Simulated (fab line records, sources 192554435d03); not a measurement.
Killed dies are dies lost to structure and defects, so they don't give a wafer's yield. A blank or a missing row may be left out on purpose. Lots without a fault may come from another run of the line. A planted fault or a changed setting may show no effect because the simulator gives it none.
Split-lot experiment | flow n5_finfet | 7 lots, 39 wafers read, on a route of 1938 steps

THE SPLIT
At N5_BEOL_M14_ILD_DEP_00 (deposits SiO2 from TEOS/O2, target thk 1119.3 nm, time 237.4 s), the setting time_s was moved away from the recipe's 237.4 s on 15 of the 39 wafers read, by -48.1% to +50.9%. The other wafers ran this setting at the recipe's value.

The file shows no step between the split and the reading.

THE READING
M14_ILD_THK, in nm, at N5_BEOL_M14_THK_MEAS_01. Fault-free wafers of this fab line usually give 1118 nm, standard deviation 17 nm.

wafer  | tool, chamber at the split | time_s as run, s | against the recipe | M14_ILD_THK, nm | against lot-mates on the recipe
L074.2 | pecvd-02, 2                | 237.4            | recipe             | 1108            | -
L074.4 | pecvd-02, 1                | 237.4            | recipe             | 1122            | -
L074.6 | pecvd-02, 2                | 237.4            | recipe             | 1135            | -
L076.1 | pecvd-02, 2                | 237.4            | recipe             | 1121            | -
L076.2 | pecvd-02, 1                | 237.4            | recipe             | 1111            | -
L076.3 | pecvd-02, 1                | 237.4            | recipe             | 1122            | -
L076.4 | pecvd-02, 2                | 165.7            | -30.2%             | 789             | -329
L076.5 | pecvd-02, 1                | 165.7            | -30.2%             | 790             | -328
L076.6 | pecvd-02, 2                | 165.7            | -30.2%             | 807             | -311
L086.1 | pecvd-02, 0                | 237.4            | recipe             | 1112            | -
L086.2 | pecvd-02, 1                | 123.3            | -48.1%             | 583             | -537
L086.3 | pecvd-02, 2,1              | 237.4            | recipe             | 1125            | -
L086.4 | pecvd-02, 2                | 123.3            | -48.1%             | 607             | -513
L086.5 | pecvd-02, 2,1              | 237.4            | recipe             | 1124            | -
L086.6 | pecvd-02, 0                | 123.3            | -48.1%             | 590             | -530
L085.1 | pecvd-01, 2                | 280.8            | +18.3%             | 1331            | +200
L085.2 | pecvd-01, 0                | 280.8            | +18.3%             | 1332            | +201
L085.3 | pecvd-01, 1                | 237.4            | recipe             | 1129            | -
L085.4 | pecvd-01, 2                | 237.4            | recipe             | 1137            | -
L085.5 | pecvd-01, 1                | 237.4            | recipe             | 1128            | -
L085.6 | pecvd-01, 0                | 280.8            | +18.3%             | 1344            | +213
L087.1 | pecvd-02, 0                | 237.4            | recipe             | 1113            | -
L087.2 | pecvd-02, 2                | 237.4            | recipe             | 1120            | -
L087.3 | pecvd-02, 1                | 237.4            | recipe             | 1115            | -
L087.4 | pecvd-02, 0                | 237.4            | recipe             | 1134            | -
L087.5 | pecvd-02, 2                | 237.4            | recipe             | 1139            | -
L087.6 | pecvd-02, 1                | 237.4            | recipe             | 1116            | -
L094.1 | pecvd-03, 0                | 237.4            | recipe             | 1090            | -
L094.2 | pecvd-03, 2                | 192.5            | -18.9%             | 889             | -203
L094.3 | pecvd-03, 1                | 192.5            | -18.9%             | 870             | -222
L094.4 | pecvd-03, 0                | 237.4            | recipe             | 1106            | -
L094.5 | pecvd-03, 2                | 192.5            | -18.9%             | 905             | -187
L094.6 | pecvd-03, 1                | 237.4            | recipe             | 1081            | -
L095.1 | pecvd-02, 2                | 237.4            | recipe             | 1106            | -
L095.2 | pecvd-02, 0                | 237.4            | recipe             | 1099            | -
L095.3 | pecvd-02, 1                | 358.2            | +50.9%             | 1670            | +559
L095.4 | pecvd-02, 1                | 358.2            | +50.9%             | 1689            | +578
L095.5 | pecvd-02, 0                | 237.4            | recipe             | 1127            | -
L095.6 | pecvd-02, 2                | 358.2            | +50.9%             | 1695            | +584
Where a row lists several chambers, the file gives one row for several wafers and doesn't say which wafer went through which chamber.

THE FIT
A straight line over all 39 wafers: M14_ILD_THK changes by +11.1 nm for each +1% of time_s; r = +1.00; the points scatter about the line by 16 nm.
The same after taking each lot's own level away (the mean of its wafers on the recipe; 39 wafers): +11.1 nm for each +1%; r = +1.00; scatter 11 nm.
On that fit, the largest move of time_s shifts the reading by 5.6e+02 nm.
The lots' own levels span 1092.3 to 1131.3 nm, that is 2.3 times the standard deviation above.
So the lot-to-lot level changes the slope little: the two slopes agree.
Check: with one of the wafers moved furthest among these (+50.9%) left out of the fit, the line predicts +567 nm for it against its lot-mates. It came out at +559 nm against them.

THE WHOLE CHAIN: every reading that the file lists as answering this split, in the file's order
step                    | what it does                                                   | reading                                                                             | change (the file's fit)              | r (the file's)
N5_BEOL_M14_ILD_DEP_00  | deposits SiO2 from TEOS/O2, target thk 1119.3 nm, time 237.4 s | SiO2_of_BEOL_M14_ILD_DEP_00.thk_nm (the simulator's own value, which no gauge read) | +11.1 nm for each +1% of the setting | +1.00
N5_BEOL_M14_THK_MEAS_01 |                                                                | M14_ILD_THK                                                                         | +11.1 for each +1% of the setting    | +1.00
N5_BEOL_M14_VIA_ETCH_16 | etches SiO2 in C4F8/O2/Ar, target depth 1231.3 nm              | etch.depth_nm (the simulator's own value, which no gauge read)                      | +11.1 nm for each +1% of the setting | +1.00
N5_BEOL_M14_VIA_ETCH_16 | etches SiO2 in C4F8/O2/Ar, target depth 1231.3 nm              | coat_of_BEOL_M14_COAT_04.thk_nm (the simulator's own value, which no gauge read)    | -2.61 nm for each +1% of the setting | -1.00

THE FILE'S OWN FIT
M14_ILD_THK changes by +11.1 nm for each +1% of time_s, r = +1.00.
